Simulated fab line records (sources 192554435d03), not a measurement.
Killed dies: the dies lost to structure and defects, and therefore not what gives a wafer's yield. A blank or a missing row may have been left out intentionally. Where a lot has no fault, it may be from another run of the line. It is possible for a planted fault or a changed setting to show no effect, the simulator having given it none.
Code-filled problem report in 8D (eight disciplines) form ; flow n5_finfet ; the parts of the form that need people (team, actions taken, sign-off) are left out

## 1. WHAT IS WRONG
At N5_BEOL_M11_COAT_60, spin_speed_rpm averages 1556.4 rpm over 6 wafers from 2 lots, while fault-free wafers read 1500.1 rpm, standard deviation 0.81. That is +69 standard deviations from the usual mean.
The step: time 60 s, resist thk 30 nm.
Seen first at day 17 09:51 on litho_track-05, wafer L239.2. The record holds 30 wafers of 10 lots with a number at this step. Rule for "out" (also "out of limits"): further than 4 standard deviations from the usual mean. The other wafers with a number count as sound.

## 2. WHAT THIS IS AND IS NOT
question;is;is not
which readings at this step;spin_speed_rpm;-
which lots;L236, L239;L222, L225, L228, L230, L240, L243, L244, L245
which wafers of those lots;all that have a number;-
read on which tools;litho_track-05;litho_track-03, litho_track-04
when;from day 17 09:51;"up to then (12 sound wafers); but 12 sound wafers of L240, L243, L244, L245 came after"

## 3. WHAT RULES OUT EACH SUSPECT
Counting: any tool at a process step up to the reading is kept as a suspect provided that every lot that is out went through it and no sound lot did after the first of them.
- pvd_sputter-02 at N5_BEOL_M10_SPUTTER_48 (material Cu, target thk 12 nm, time 2 s): ruled out as a lasting fault. The sound lots L240, L243 went through it after L239, its earliest lot that is out (day 17 05:43).
- litho_track-05 at N5_BEOL_M11_COAT_60 (time 60 s, resist thk 30 nm): kept. Every lot that is out went through it, starting with L239 (day 17 09:51), and after that it ran no sound lot; the last sound lot it ran before then is L228 (day 14 09:15). On those wafers its own readings are out: spin_speed_rpm.
The count leaves litho_track-05 at N5_BEOL_M11_COAT_60.

## 4. THE CAUSE (what the simulator had put in)
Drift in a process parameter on litho_track-05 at N5_BEOL_M11_COAT_60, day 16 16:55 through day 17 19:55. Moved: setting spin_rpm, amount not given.
Only this tool survived the counting.

## 5. THE CHAIN OF EFFECTS, in route order
Each row: a reading where the mean over the struck wafers with a number is more than 3 standard deviations away from the usual. Scope: only readings with a usual standard deviation given in the record; hours: median across lots of the time from each lot's start at the first step in this table that gives one to its start at this step; sigmas: change in usual standard deviations.
hours;step;reading;usual;on struck wafers;change;sigmas
0;N5_BEOL_M11_COAT_60;spin_speed_rpm;1500.1 rpm;1556.4;+56.3;+69
It contains these process steps:
- N5_BEOL_M11_COAT_60: time 60 s, resist thk 30 nm.

## 6. HOW IT WOULD HAVE BEEN CAUGHT EARLIER
First out-of-limits reading in this record: day 17 09:51, which is 17 hours after fault onset at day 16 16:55.
